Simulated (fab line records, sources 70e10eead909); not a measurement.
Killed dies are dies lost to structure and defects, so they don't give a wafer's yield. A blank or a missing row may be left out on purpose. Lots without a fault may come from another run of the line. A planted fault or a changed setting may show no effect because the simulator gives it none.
fab line records | flow nand_harc
record lots=24 wafers=72 last_day=25
route steps=1159 shown P_BONDPAD@371 A_CHANNEL_HOLE_D1@473 A_CHANNEL_FILL_D1@507
lots that met no fault: from a run of the same line without faults
start_h: hours from the record's first day to the start of the lot's first wafer shown | wait_h: hours since the lot's step before | " the same as in the row above | L1.1+2: a row that stands for several wafers | - no value, or no start given | * or withheld: withheld | < > ~ a bound
route shown NAME@n: a module of which the file shows steps, and the number in the route of the first | usual: mean/standard deviation of fault-free wafers | same: alike in all rows | chamber/n: place in a boat | sites: the reading at each site | _std_site: their standard deviation | _edge_site: outer sites' mean less inner sites' | radius_mm: how far each site lies from the wafer's centre | mask NAME#n: copy n | behind: the tool/chamber that last shaped the wafer | hold: why the lot was held/for how many hours/how that ended | device: the transistor (n, p or np) that didn't switch | end of line: the same wafers' tests at the end of the route | a step without rows: its recipe alone | killed: dies lost to structure and defects at the first sort, not the wafer's yield | map: a wafer's dies, x killed, . not, _ none there
set.NAME: the setting as run; set.NAME@STEP: as run at that earlier step | model.NAME: the simulator's own value behind a step, which no gauge read
steps of the route over a sample of lots; a table a step, a row a wafer
services: from which hour (start_h, from the record's first day; less than 0 if before it) a tool's chamber was out of use, for how many hours, and why
## steps
# step NHARC_P_BONDPAD_STRIP_15
# recipe o2_flow_sccm=500 ar_flow_sccm=0 bias_w=0 chemistry=O2
# usual drypump_motor_current_A=5.6/0.39 oes_product_au=1.001/0.0072 rf_vpp_V=57.7/0.96 showerhead_plenum_p_Torr=3.49/0.13 throttle_valve_pct=17.035/0.011
# same bias_w=0
# columns lot.wafer tool chamber start_h wait_h drypump_motor_current_A oes_product_au rf_hours_counter_h rf_vpp_V showerhead_plenum_p_Torr throttle_valve_pct
L074.3 rie_diel-05 3 121.26 0.1 5.0 0.997 47 58.7 3.48 17.045
L074.5 " 3 " " 5.0 1.012 - 57.5 3.48 17.037
L074.6 " 0 " " 6.1 1.005 - 58.3 3.30 17.038
L075.2 rie_diel-06 0 139.21 0.1 5.6 0.981 5 57.5 3.34 17.028
L075.3 " 1 " " 5.9 0.998 6 59.3 3.54 17.037
L075.5 " 3 " " 6.1 0.995 - 56.7 3.39 17.026
L076.2 rie_diel-06 2 140.19 0.1 5.2 0.988 7 58.7 3.66 17.051
L076.5 " 1 " " 6.0 1.010 - 57.5 3.54 17.030
L076.6 " 2 " " 5.2 0.999 - 56.3 3.66 17.025
L077.2 rie_diel-05 1 141.25 0.1 6.1 0.996 53 58.1 3.53 17.037
L077.3 " 2 " " 5.3 1.004 44 60.1 3.58 17.019
L077.5 " 0 " " 6.1 0.988 - 56.9 3.30 17.040
L078.2 rie_diel-06 0 162.89 0.1 5.6 0.983 7 57.2 3.34 17.043
L078.3 " 2 " " 5.2 1.001 8 58.0 3.66 17.041
L078.6 " 2 " " 5.3 0.999 - 59.2 3.66 16.994
L079.1 rie_diel-06 1 163.64 0.1 5.9 0.991 9 56.6 3.54 17.031
L079.6 " 1 " " 6.0 1.000 - 57.6 3.54 17.051
L079.4 " 2 " " 5.2 0.999 - 56.8 3.66 17.035
L080.2 rie_diel-06 3 173.58 0.1 6.0 1.006 8 57.1 3.39 17.039
L080.4 " 0 " " 5.6 0.998 9 56.7 3.34 17.046
L080.5 " 3 " " 6.0 1.009 - 56.5 3.39 17.039
L081.4 rie_diel-06 0 178.30 0.1 5.7 1.000 9 55.7 3.34 17.027
L081.1 " 3 " " 6.0 0.993 9 56.4 3.39 17.022
L081.6 " 1 " " 6.0 1.003 - 57.8 3.54 17.051
L082.4 rie_diel-05 0 184.68 0.1 6.1 0.998 4 55.9 3.29 17.018
L082.3 " 1 " " 6.1 0.998 3 59.7 3.53 17.039
L082.2 " 2 " " 5.3 0.991 4 58.1 3.57 17.038
L083.1 rie_diel-06 1 185.27 0.1 6.0 1.004 11 58.5 3.53 17.034
L083.2 " 3 " " 6.0 1.010 9 58.8 3.39 17.019
L083.5 " 1 " " 6.0 0.993 - 59.1 3.53 17.047
L084.2 rie_diel-05 0 190.61 0.1 6.1 1.004 5 57.5 3.29 17.042
L084.1 " 1 " " 6.0 0.997 5 57.5 3.52 17.051
L084.4 " 2 " " 5.3 1.008 5 57.8 3.57 17.030
L087.3 rie_diel-05 3 205.06 0.1 5.0 1.002 10 57.5 3.47 17.040
L087.1 " 0 " " 6.1 1.004 9 58.0 3.29 17.048
L087.5 " 2 " " 5.3 1.002 - 57.6 3.57 17.018
L085.1 rie_diel-06 0 206.03 0.1 5.6 0.995 11 58.1 3.34 17.038
L085.3 " 3 " " 6.1 1.001 11 58.1 3.39 17.050
L085.6 " 1 " " 6.0 1.012 - 58.0 3.53 17.037
L088.4 rie_diel-06 1 209.08 0.1 6.0 0.998 13 57.7 3.53 17.033
L088.2 " 2 " " 5.2 0.998 13 59.4 3.66 17.029
L088.1 " 0 " " 5.6 0.999 11 57.5 3.34 17.042
L086.3 rie_diel-06 2 216.72 0.1 5.2 1.005 14 59.6 3.66 17.039
L086.6 " 0 " " 5.6 0.995 - 58.6 3.34 17.049
L086.5 " 1 " " 6.0 1.001 - 57.2 3.53 17.006
L090.4 rie_diel-10 1 227.93 0.1 5.5 1.006 15 59.9 3.80 17.044
L090.1 " 3 " " 5.3 1.017 17 58.8 3.67 17.035
L090.6 " 0 " " 5.3 1.008 - 58.4 3.36 17.039
L089.2 rie_diel-05 1 228.44 0.1 6.0 1.001 20 57.5 3.52 17.036
L089.4 " 2 " " 5.3 1.008 19 57.8 3.57 17.053
L089.5 " 1 " " 6.1 0.980 - 58.1 3.52 17.033
L091.3 rie_diel-05 2 235.35 0.1 5.3 0.998 21 59.5 3.56 17.031
L091.1 " 0 " " 6.1 1.001 23 57.3 3.28 17.031
L091.2 " 1 " " 6.0 0.994 21 58.0 3.52 17.048
L092.3 rie_diel-05 1 236.33 0.1 6.0 0.993 21 58.2 3.52 17.044
L092.1 " 2 " " 5.3 1.007 21 57.8 3.56 17.029
L092.4 " 3 " " 5.0 0.998 19 57.9 3.46 17.031
L093.4 rie_diel-05 3 236.92 0.1 5.0 1.005 19 56.7 3.46 17.046
L093.1 " 1 " " 6.0 0.991 22 56.9 3.52 17.044
L093.5 " 2 " " 5.3 1.007 - 58.1 3.56 17.030
L094.4 rie_diel-10 3 249.53 0.1 5.3 1.007 24 57.7 3.66 17.055
L094.2 " 1 " " 5.5 0.996 22 57.8 3.80 17.031
L094.6 " 3 " " 5.3 1.006 - 57.0 3.66 17.011
L095.2 rie_diel-05 1 251.27 0.1 6.0 1.003 27 56.3 3.51 17.034
L095.6 " 3 " " 5.0 1.012 - 57.3 3.46 17.043
L095.5 " 0 " " 6.1 0.994 - 57.9 3.28 17.032
L097.1 rie_diel-06 2 258.80 0.1 5.2 1.014 1 59.8 3.66 17.021
L097.2 " 3 " " 6.1 1.000 1 58.0 3.39 17.044
L097.5 " 0 " " 5.6 1.002 - 56.5 3.34 17.036
L096.1 rie_diel-06 2 259.45 0.1 5.2 1.005 1 58.0 3.66 17.051
L096.6 " 1 " " 6.0 0.990 - 58.0 3.53 17.039
L096.5 " 2 " " 5.2 1.014 - 57.6 3.66 17.041
# step NHARC_A_CHANNEL_HOLE_D1_ETCH_21
# recipe bias_v=3000 source_w=withheld pressure_mtorr=20 time_s=514.3 ar_flow_sccm=375 c4f8_flow_sccm=89.3 o2_flow_sccm=35.7 temp_c=-20 target_depth_a=16000 chemistry=C4F8/O2/Ar
# usual drypump_motor_current_A=5.3/0.45 showerhead_plenum_p_Torr=3.67/0.071 throttle_valve_pct=32.155/0.0094
# columns lot.wafer tool chamber start_h wait_h drypump_motor_current_A rf_hours_counter_h showerhead_plenum_p_Torr throttle_valve_pct
L074.3 har_etch-02 0 163.26 0.3 5.8 - 3.79 32.153
L074.6 " 0 " " 5.8 - 3.78 32.169
L074.5 " 1 " " 4.8 - 3.69 32.156
L075.2 har_etch-02 1 186.04 0.3 4.8 105 3.68 32.160
L075.3 " 0 " " 5.8 - 3.78 32.160
L075.5 " 0 " " 5.8 - 3.78 32.162
L077.2 har_etch-01 1 186.73 0.3 4.9 194 3.58 32.156
L077.3 " 1 " " 4.8 - 3.58 32.150
L077.5 " 1 " " 4.9 - 3.58 32.141
L076.2 har_etch-02 0 190.28 0.3 5.8 109 3.78 32.135
L076.6 " 1 " " 4.8 - 3.68 32.145
L076.5 " 0 " " 5.8 - 3.78 32.152
L078.2 har_etch-01 0 206.46 0.3 5.7 201 3.68 32.149
L078.3 " 0 " " 5.7 - 3.68 32.151
L078.6 " 1 " " 4.9 - 3.58 32.133
L079.1 har_etch-02 0 207.32 0.3 5.8 114 3.77 32.155
L079.4 " 0 " " 5.8 - 3.77 32.163
L079.6 " 0 " " 5.8 - 3.77 32.152
L080.2 har_etch-01 1 218.12 0.3 4.9 205 3.57 32.148
L080.4 " 1 " " 4.9 - 3.57 32.162
L080.5 " 1 " " 4.9 - 3.57 32.176
L083.1 har_etch-02 1 225.52 0.3 4.8 118 3.68 32.148
L083.2 " 0 " " 5.8 118 3.77 32.154
L083.5 " 1 " " 4.8 - 3.68 32.162
L081.1 har_etch-01 1 225.56 0.3 4.9 209 3.57 32.165
L081.4 " 1 " " 4.9 - 3.57 32.156
L081.6 " 0 " " 5.7 - 3.68 32.160
L082.2 har_etch-02 1 229.70 0.3 4.8 122 3.67 32.162
L082.4 " 1 " " 4.8 - 3.67 32.173
L082.3 " 0 " " 5.8 - 3.77 32.147
L084.1 har_etch-01 1 238.69 0.3 4.9 219 3.57 32.158
L084.2 " 0 " " 5.7 219 3.67 32.147
L084.4 " 1 " " 4.9 - 3.57 32.155
L087.1 har_etch-01 1 251.41 0.3 4.9 223 3.57 32.160
L087.3 " 0 " " 5.7 - 3.67 32.142
L087.5 " 0 " " 5.7 - 3.67 32.170
L085.1 har_etch-02 1 251.85 0.3 4.8 132 3.67 32.154
L085.3 " 0 " " 5.8 - 3.76 32.128
L085.6 " 1 " " 4.8 - 3.67 32.152
L088.2 har_etch-01 1 255.56 0.3 4.9 227 3.56 32.154
L088.1 " 0 " " 5.7 227 3.67 32.147
L088.4 " 1 " " 4.9 - 3.56 32.162
L086.3 har_etch-01 0 265.19 0.3 5.7 - 3.66 32.145
L086.6 " 0 " " 5.7 - 3.66 32.157
L086.5 " 1 " " 4.9 - 3.56 32.146
L090.1 har_etch-01 0 271.16 0.3 5.7 235 3.66 32.174
L090.4 " 0 " " 5.7 - 3.66 32.149
L090.6 " 0 " " 5.7 - 3.66 32.146
L089.2 har_etch-02 0 273.01 0.3 5.8 142 3.76 32.163
L089.4 " 0 " " 5.8 - 3.76 32.172
L089.5 " 0 " " 5.8 - 3.76 32.159
L093.1 har_etch-02 0 279.54 0.3 5.8 146 3.76 32.160
L093.4 " 1 " " 4.8 - 3.66 32.155
L093.5 " 0 " " 5.8 - 3.76 32.160
L091.2 har_etch-01 1 280.53 0.3 4.8 241 3.55 32.163
L091.1 " 0 " " 5.7 241 3.66 32.161
L091.3 " 0 " " 5.7 - 3.66 32.150
L092.1 har_etch-02 1 283.69 0.3 4.8 150 3.66 32.149
L092.4 " 1 " " 4.8 - 3.66 32.158
L092.3 " 0 " " 5.8 - 3.75 32.151
L095.2 har_etch-01 0 292.43 0.3 5.7 245 3.66 32.152
L095.6 " 1 " " 4.9 - 3.55 32.148
L095.5 " 0 " " 5.7 - 3.66 32.155
L094.2 har_etch-02 0 292.69 0.3 5.8 153 3.75 32.148
L094.4 " 1 " " 4.8 - 3.66 32.143
L094.6 " 0 " " 5.8 - 3.75 32.141
L097.1 har_etch-02 0 305.34 0.3 5.8 159 3.75 32.160
L097.2 " 1 " " 4.8 159 3.65 32.153
L097.5 " 1 " " 4.8 - 3.65 32.160
L096.1 har_etch-02 1 309.50 0.3 4.8 163 3.65 32.158
L096.5 " 1 " " 4.8 - 3.65 32.160
L096.6 " 0 " " 5.8 - 3.75 32.157
# step NHARC_A_CHANNEL_HOLE_D1_ETCH_22
# recipe bias_v=3000 source_w=withheld pressure_mtorr=20 time_s=666.7 ar_flow_sccm=375 c4f8_flow_sccm=89.3 o2_flow_sccm=35.7 temp_c=-20 target_depth_a=16000 chemistry=C4F8/O2/Ar
# usual drypump_motor_current_A=5.3/0.45 showerhead_plenum_p_Torr=3.67/0.071 throttle_valve_pct=32.154/0.0093
# columns lot.wafer tool chamber start_h wait_h drypump_motor_current_A rf_hours_counter_h showerhead_plenum_p_Torr throttle_valve_pct
L074.3 har_etch-02 0 163.74 0.4 5.8 - 3.78 32.144
L074.6 " 0 " " 5.8 - 3.78 32.158
L074.5 " 1 " " 4.8 - 3.69 32.145
L075.2 har_etch-02 1 186.48 0.4 4.8 105 3.68 32.170
L075.3 " 0 " " 5.8 - 3.78 32.155
L075.5 " 0 " " 5.8 - 3.78 32.132
L077.2 har_etch-01 1 187.17 0.4 4.9 195 3.58 32.143
L077.3 " 1 " " 4.8 - 3.58 32.148
L077.5 " 1 " " 4.9 - 3.58 32.163
L076.2 har_etch-02 0 190.75 0.4 5.8 109 3.78 32.142
L076.6 " 1 " " 4.8 - 3.68 32.160
L076.5 " 0 " " 5.8 - 3.78 32.150
L078.2 har_etch-01 0 206.91 0.4 5.7 202 3.68 32.145
L078.3 " 0 " " 5.7 - 3.68 32.154
L078.6 " 1 " " 4.9 - 3.58 32.145
L079.1 har_etch-02 0 207.75 0.4 5.8 114 3.77 32.143
L079.4 " 0 " " 5.8 - 3.77 32.154
L079.6 " 0 " " 5.8 - 3.77 32.153
L080.2 har_etch-01 1 218.58 0.4 4.9 206 3.57 32.151
L080.4 " 1 " " 4.9 - 3.57 32.159
L080.5 " 1 " " 4.9 - 3.57 32.154
L083.1 har_etch-02 1 225.95 0.4 4.8 118 3.68 32.160
L083.2 " 0 " " 5.8 118 3.77 32.175
L083.5 " 1 " " 4.8 - 3.68 32.155
L081.1 har_etch-01 1 226.00 0.4 4.9 209 3.57 32.147
L081.4 " 1 " " 4.9 - 3.57 32.157
L081.6 " 0 " " 5.7 - 3.68 32.173
L082.2 har_etch-02 1 230.14 0.4 4.8 122 3.67 32.163
L082.4 " 1 " " 4.8 - 3.67 32.165
L082.3 " 0 " " 5.8 - 3.77 32.148
L084.1 har_etch-01 1 239.13 0.4 4.9 219 3.57 32.170
L084.2 " 0 " " 5.7 219 3.67 32.156
L084.4 " 1 " " 4.9 - 3.57 32.175
L087.1 har_etch-01 1 251.84 0.4 4.9 223 3.56 32.155
L087.3 " 0 " " 5.7 - 3.67 32.155
L087.5 " 0 " " 5.7 - 3.67 32.128
L085.1 har_etch-02 1 252.30 0.4 4.8 132 3.67 32.145
L085.3 " 0 " " 5.8 - 3.76 32.140
L085.6 " 1 " " 4.8 - 3.67 32.147
L088.2 har_etch-01 1 256.01 0.4 4.9 227 3.56 32.176
L088.1 " 0 " " 5.7 227 3.67 32.147
L088.4 " 1 " " 4.9 - 3.56 32.144
L086.3 har_etch-01 0 265.67 0.4 5.7 - 3.66 32.139
L086.6 " 0 " " 5.7 - 3.66 32.166
L086.5 " 1 " " 4.9 - 3.56 32.155
L090.1 har_etch-01 0 271.60 0.4 5.7 235 3.66 32.158
L090.4 " 0 " " 5.7 - 3.66 32.167
L090.6 " 0 " " 5.7 - 3.66 32.149
L089.2 har_etch-02 0 273.46 0.4 5.8 142 3.76 32.155
L089.4 " 0 " " 5.8 - 3.76 32.156
L089.5 " 0 " " 5.8 - 3.76 32.149
L093.1 har_etch-02 0 279.97 0.4 5.8 146 3.76 32.150
L093.4 " 1 " " 4.8 - 3.66 32.172
L093.5 " 0 " " 5.8 - 3.76 32.134
L091.2 har_etch-01 1 280.97 0.4 4.9 242 3.55 32.161
L091.1 " 0 " " 5.7 242 3.66 32.161
L091.3 " 0 " " 5.7 - 3.66 32.147
L092.1 har_etch-02 1 284.14 0.4 4.8 150 3.66 32.147
L092.4 " 1 " " 4.8 - 3.66 32.146
L092.3 " 0 " " 5.8 - 3.75 32.152
L095.2 har_etch-01 0 292.89 0.4 5.7 246 3.66 32.142
L095.6 " 1 " " 4.9 - 3.55 32.143
L095.5 " 0 " " 5.7 - 3.66 32.157
L094.2 har_etch-02 0 293.13 0.4 5.8 154 3.75 32.157
L094.4 " 1 " " 4.8 - 3.66 32.143
L094.6 " 0 " " 5.8 - 3.75 32.137
L097.1 har_etch-02 0 305.79 0.4 5.8 159 3.75 32.151
L097.2 " 1 " " 4.8 159 3.65 32.157
L097.5 " 1 " " 4.8 - 3.65 32.152
L096.1 har_etch-02 1 309.94 0.4 4.8 163 3.65 32.158
L096.5 " 1 " " 4.8 - 3.65 32.164
L096.6 " 0 " " 5.8 - 3.75 32.154
# step NHARC_A_CHANNEL_HOLE_D1_ETCH_25
# recipe bias_v=5000 source_w=withheld pressure_mtorr=20 time_s=1040.2 ar_flow_sccm=375 c4f8_flow_sccm=93.8 o2_flow_sccm=31.2 temp_c=-20 target_depth_a=15000 chemistry=C4F8/O2/Ar
# usual drypump_motor_current_A=5.3/0.45 showerhead_plenum_p_Torr=3.67/0.071 throttle_valve_pct=32.236/0.0078
# columns lot.wafer tool chamber start_h wait_h drypump_motor_current_A rf_hours_counter_h showerhead_plenum_p_Torr throttle_valve_pct
L074.3 har_etch-02 0 165.88 0.7 5.8 - 3.78 32.236
L074.6 " 0 " " 5.8 - 3.78 32.242
L074.5 " 1 " " 4.8 - 3.68 32.234
L075.2 har_etch-02 1 188.53 0.7 4.8 107 3.68 32.248
L075.3 " 0 " " 5.8 - 3.77 32.238
L075.5 " 0 " " 5.8 - 3.77 32.222
L077.2 har_etch-01 1 189.19 0.6 4.9 197 3.57 32.237
L077.3 " 1 " " 4.9 - 3.57 32.246
L077.5 " 1 " " 4.9 - 3.57 32.245
L076.2 har_etch-02 0 192.85 0.7 5.8 111 3.77 32.217
L076.6 " 1 " " 4.8 - 3.68 32.226
L076.5 " 0 " " 5.8 - 3.77 32.252
L078.2 har_etch-01 0 208.95 0.6 5.7 204 3.68 32.230
L078.3 " 0 " " 5.7 - 3.67 32.237
L078.6 " 1 " " 4.9 - 3.57 32.231
L079.1 har_etch-02 0 209.79 0.6 5.8 117 3.77 32.244
L079.4 " 0 " " 5.8 - 3.77 32.241
L079.6 " 0 " " 5.8 - 3.77 32.233
L080.2 har_etch-01 1 220.67 0.7 4.9 208 3.57 32.245
L080.4 " 1 " " 4.9 - 3.57 32.226
L080.5 " 1 " " 4.9 - 3.57 32.234
L083.1 har_etch-02 1 228.00 0.7 4.8 120 3.67 32.259
L083.2 " 0 " " 5.8 120 3.77 32.242
L083.5 " 1 " " 4.8 - 3.67 32.254
L081.1 har_etch-01 1 228.04 0.6 4.8 212 3.57 32.238
L081.4 " 1 " " 4.9 - 3.57 32.235
L081.6 " 0 " " 5.7 - 3.67 32.240
L082.2 har_etch-02 1 232.14 0.6 4.8 124 3.67 32.227
L082.4 " 1 " " 4.8 - 3.67 32.230
L082.3 " 0 " " 5.8 - 3.76 32.241
L084.1 har_etch-01 1 241.17 0.6 4.9 221 3.56 32.237
L084.2 " 0 " " 5.7 221 3.66 32.233
L084.4 " 1 " " 4.9 - 3.56 32.243
L087.1 har_etch-01 1 253.88 0.6 4.9 225 3.56 32.236
L087.3 " 0 " " 5.7 - 3.66 32.241
L087.5 " 0 " " 5.7 - 3.66 32.236
L085.1 har_etch-02 1 254.33 0.6 4.8 134 3.66 32.245
L085.3 " 0 " " 5.8 - 3.76 32.241
L085.6 " 1 " " 4.8 - 3.66 32.228
L088.2 har_etch-01 1 258.05 0.6 4.9 229 3.56 32.240
L088.1 " 0 " " 5.7 229 3.66 32.244
L088.4 " 1 " " 4.9 - 3.56 32.240
L086.3 har_etch-01 0 268.68 1.5 5.7 - 3.66 32.232
L086.6 " 0 " " 5.7 - 3.66 32.232
L086.5 " 1 " " 4.9 - 3.56 32.237
L090.1 har_etch-01 0 273.63 0.6 5.7 237 3.66 32.240
L090.4 " 0 " " 5.7 - 3.66 32.233
L090.6 " 0 " " 5.7 - 3.66 32.245
L089.2 har_etch-02 0 275.49 0.6 5.8 144 3.75 32.239
L089.4 " 0 " " 5.8 - 3.75 32.247
L089.5 " 0 " " 5.8 - 3.75 32.240
L093.1 har_etch-02 0 282.02 0.6 5.8 148 3.75 32.240
L093.4 " 1 " " 4.8 - 3.66 32.234
L093.5 " 0 " " 5.8 - 3.75 32.225
L091.2 har_etch-01 1 283.00 0.6 4.9 244 3.55 32.245
L091.1 " 0 " " 5.7 244 3.65 32.231
L091.3 " 0 " " 5.7 - 3.65 32.232
L092.1 har_etch-02 1 286.17 0.6 4.8 152 3.65 32.219
L092.4 " 1 " " 4.8 - 3.65 32.238
L092.3 " 0 " " 5.8 - 3.75 32.221
L095.2 har_etch-01 0 294.99 0.7 5.7 248 3.65 32.241
L095.6 " 1 " " 4.9 - 3.55 32.247
L095.5 " 0 " " 5.7 - 3.65 32.235
L094.2 har_etch-02 0 295.14 0.6 5.8 156 3.75 32.237
L094.4 " 1 " " 4.8 - 3.65 32.236
L094.6 " 0 " " 5.8 - 3.75 32.233
L097.1 har_etch-02 0 307.81 0.6 5.8 161 3.74 32.230
L097.2 " 1 " " 4.8 161 3.65 32.247
L097.5 " 1 " " 4.8 - 3.65 32.253
L096.1 har_etch-02 1 311.97 0.6 4.8 165 3.65 32.232
L096.5 " 1 " " 4.8 - 3.65 32.236
L096.6 " 0 " " 5.8 - 3.74 32.241
# step NHARC_A_CHANNEL_FILL_D1_ALD_25
# recipe target_thk_a=600 pulse_time_s=10 ald_cycles=600 temp_c=300 material=SiOx
# usual heater_power_w=460/51 precursor_pulse_height_rel=1.001/0.019
# same pulse_time_s=10
# columns lot.wafer tool chamber start_h wait_h heater_power_w precursor_pulse_height_rel
L074.3 ald_hk-03 3 207.75 3.2 450 1.014
L074.5 " 0 " " 324 1.027
L074.6 " 1 " " 441 1.008
L077.2 ald_hk-04 1 228.78 0.1 450 1.004
L077.3 " 2 " " 438 1.045
L077.5 " 2 231.90 3.2 464 0.998
L075.2 ald_hk-03 3 229.40 0.7 461 0.982
L075.3 " 0 " " 328 1.017
L075.5 " 3 231.91 3.2 455 1.017
L076.2 ald_hk-04 2 234.86 1.3 433 0.984
L076.5 " 0 236.10 2.5 463 1.009
L076.6 " 1 " " 456 1.010
L079.4 ald_hk-01 2 248.29 0.1 555 1.012
L079.1 " 1 250.13 1.9 476 0.978
L079.6 " 2 " " 567 1.010
L078.2 ald_hk-04 1 248.29 0.1 451 1.013
L078.3 " 0 250.11 1.9 452 1.022
L078.6 " 2 251.33 3.1 450 1.007
L080.4 ald_hk-01 3 262.93 1.3 436 1.039
L080.2 " 0 " " 486 1.031
L080.5 " 1 " " 488 1.020
L083.1 ald_hk-01 2 268.01 0.1 551 1.006
L083.2 " 1 269.83 1.9 473 0.977
L083.5 " 3 271.05 3.1 426 1.010
L082.2 ald_hk-04 3 268.01 0.1 449 0.996
L082.4 " 1 269.22 1.3 441 0.964
L082.3 " 2 " " 448 1.012
L081.4 ald_hk-03 3 268.55 0.6 462 1.011
L081.1 " 1 269.79 1.8 448 1.003
L081.6 " 0 271.64 3.7 329 1.002
L084.2 ald_hk-01 2 281.19 0.1 551 0.987
L084.1 " 3 282.42 1.3 440 0.985
L084.4 " 1 284.89 3.7 475 1.010
L087.1 ald_hk-01 1 295.10 0.1 488 0.970
L087.3 " 2 296.33 1.3 560 0.980
L087.5 " 1 300.01 5.0 485 1.005
L085.3 ald_hk-04 3 296.32 1.3 446 1.020
L085.1 " 0 " " 459 1.023
L085.6 " 1 " " 456 0.998
L088.4 ald_hk-03 1 300.93 0.0 454 1.013
L088.1 " 2 " " 495 0.969
L088.2 " 3 " " 459 1.008
L086.3 ald_hk-04 2 308.96 0.7 442 0.975
L086.5 " 1 310.81 2.5 458 1.004
L086.6 " 2 " " 453 1.018
L090.4 ald_hk-01 0 313.45 0.1 503 1.016
L090.1 " 3 315.31 1.9 432 0.986
L090.6 " 0 " " 496 0.988
L089.2 ald_hk-03 1 314.06 0.7 436 1.003
L089.4 " 3 315.30 1.9 467 1.008
L089.5 " 0 " " 323 1.026
L091.3 ald_hk-03 2 323.44 0.7 503 0.993
L091.2 " 3 " " 448 0.942
L091.1 " 0 " " 328 1.015
L093.4 ald_hk-01 3 324.08 1.3 424 1.036
L093.1 " 0 " " 484 1.011
L093.5 " 1 " " 484 0.963
L092.3 ald_hk-01 3 328.41 0.1 430 0.986
L092.1 " 0 " " 496 1.042
L092.4 " 1 " " 473 0.977
L094.4 ald_hk-01 0 335.31 0.1 500 1.005
L094.2 " 3 337.20 1.9 426 0.998
L094.6 " 1 338.47 3.2 477 0.994
L095.2 ald_hk-04 2 338.41 3.2 446 0.980
L095.5 " 1 340.26 5.0 460 0.994
L095.6 " 2 " " 446 0.989
L097.2 ald_hk-03 1 348.41 0.1 430 0.974
L097.1 " 2 " " 494 1.017
L097.5 " 1 350.85 2.5 446 0.990
L096.1 ald_hk-04 2 354.66 1.3 447 0.982
L096.6 " 0 355.90 2.5 458 1.001
L096.5 " 1 " " 455 1.030
# step NHARC_A_CHANNEL_FILL_D1_CMP_10
# recipe target_thk_nm=150
# usual motor_current_A=12.4/1.2 time_to_endpoint_s=15.7/2.2
# columns lot.wafer tool chamber start_h wait_h motor_current_A time_to_endpoint_s
L074.3 cmp-03 3 216.73 0.4 13.1 12.9
L074.6 " 0 " " 11.5 12.7
L074.5 " 1 " " 13.9 10.7
L075.3 cmp-01 2 240.16 0.4 12.1 18.0
L075.2 " 3 " " 10.8 19.4
L075.5 " 3 " " 11.2 16.0
L077.2 cmp-02 1 240.21 0.4 13.1 15.8
L077.3 " 2 " " 10.8 11.9
L077.5 " 0 " " 12.2 13.8
L076.2 cmp-02 1 244.94 0.4 13.3 14.5
L076.5 " 1 " " 12.8 13.3
L076.6 " 2 " " 11.8 15.4
L079.4 cmp-03 3 259.63 0.4 13.0 17.4
L079.1 " 1 " " 13.9 18.3
L079.6 " 0 " " 11.5 20.4
L078.2 cmp-01 1 259.63 0.4 9.7 13.7
L078.3 " 2 " " 11.8 16.0
L078.6 " 2 " " 11.5 13.8
L080.2 cmp-03 3 273.19 0.4 13.2 14.9
L080.4 " 2 " " 12.8 16.8
L080.5 " 0 " " 11.0 15.4
L082.3 cmp-03 0 279.38 0.4 11.1 14.6
L082.4 " 1 " " 14.3 15.2
L082.2 " 2 " " 12.8 15.5
L083.2 cmp-02 1 279.40 0.4 12.9 13.0
L083.1 " 3 " " 13.6 13.7
L083.5 " 0 " " 11.8 15.1
L081.1 cmp-01 0 279.40 0.4 13.3 17.2
L081.4 " 2 " " 12.1 18.0
L081.6 " 0 " " 13.2 15.2
L084.2 cmp-03 2 296.30 0.4 12.3 15.5
L084.1 " 3 " " 12.7 18.1
L084.4 " 1 " " 14.7 17.3
L085.1 cmp-02 3 306.35 0.4 13.1 15.8
L085.3 " 0 " " 11.2 11.8
L085.6 " 3 " " 13.5 13.9
L087.3 cmp-01 3 311.25 0.4 10.3 14.8
L087.1 " 2 " " 11.8 15.6
L087.5 " 0 " " 14.2 15.6
L088.4 cmp-03 3 311.34 0.5 12.7 16.0
L088.1 " 0 " " 12.2 15.3
L088.2 " 2 " " 12.5 15.6
L086.3 cmp-03 1 319.66 0.4 14.6 12.0
L086.5 " 2 " " 12.1 18.2
L086.6 " 3 " " 13.2 11.8
L089.4 cmp-03 1 324.92 0.4 14.2 16.3
L089.2 " 2 " " 11.8 15.4
L089.5 " 3 " " 13.4 15.7
L090.1 cmp-03 0 325.01 0.5 11.4 13.4
L090.4 " 1 " " 14.1 11.4
L090.6 " 1 " " 14.5 14.3
L091.1 cmp-03 1 334.15 0.4 13.8 15.4
L091.2 " 2 " " 12.8 16.6
L091.3 " 3 " " 12.3 12.6
L093.4 cmp-02 1 334.15 0.4 13.3 16.8
L093.1 " 2 " " 11.6 18.8
L093.5 " 3 " " 13.4 15.6
L092.1 cmp-02 1 339.64 0.4 13.1 19.5
L092.4 " 3 " " 13.2 21.7
L092.3 " 0 " " 12.0 21.3
L094.2 cmp-03 3 346.87 0.4 13.2 17.5
L094.4 " 1 " " 14.6 19.2
L094.6 " 3 " " 12.6 18.0
L095.2 cmp-03 2 349.26 0.4 12.5 17.4
L095.5 " 2 " " 12.9 15.1
L095.6 " 3 " " 12.4 13.7
L097.2 cmp-01 3 359.84 0.4 10.8 12.5
L097.1 " 2 " " 11.7 13.5
L097.5 " 3 " " 10.8 13.2
L096.1 cmp-02 2 364.88 0.4 11.5 16.2
L096.5 " 2 " " 11.0 17.6
L096.6 " 3 " " 12.9 18.9
## services
# columns tool chamber start_h hours kind
ald_hk-01 - 102.31 1.9 repair
cmp-01 - 104.09 4.0 pm
rie_diel-06 0 120.23 12.1 repair
cmp-02 - 128.50 4.0 pm
ald_hk-03 - 146.79 10.0 pm
rie_diel-05 3 154.31 6.0 repair
cmp-03 - 156.09 4.0 pm
rie_diel-06 3 161.44 8.4 repair
rie_diel-05 - 163.73 9.0 pm
cmp-03 - 164.59 1.6 repair
ald_hk-04 - 196.13 10.0 pm
rie_diel-05 3 211.75 6.3 repair
cmp-02 - 226.50 4.0 pm
ald_hk-01 - 229.38 10.0 pm
rie_diel-05 3 238.27 3.0 repair
rie_diel-06 - 241.20 9.0 pm
cmp-03 - 254.09 4.0 pm
har_etch-01 - 305.00 17.0 pm
cmp-02 - 311.00 0.5 repair
cmp-03 - 316.62 0.7 repair
cmp-02 - 324.50 4.0 pm
rie_diel-05 - 340.75 9.0 pm
cmp-03 - 352.09 4.0 pm
cmp-03 - 356.86 2.2 repair
## key
fault none
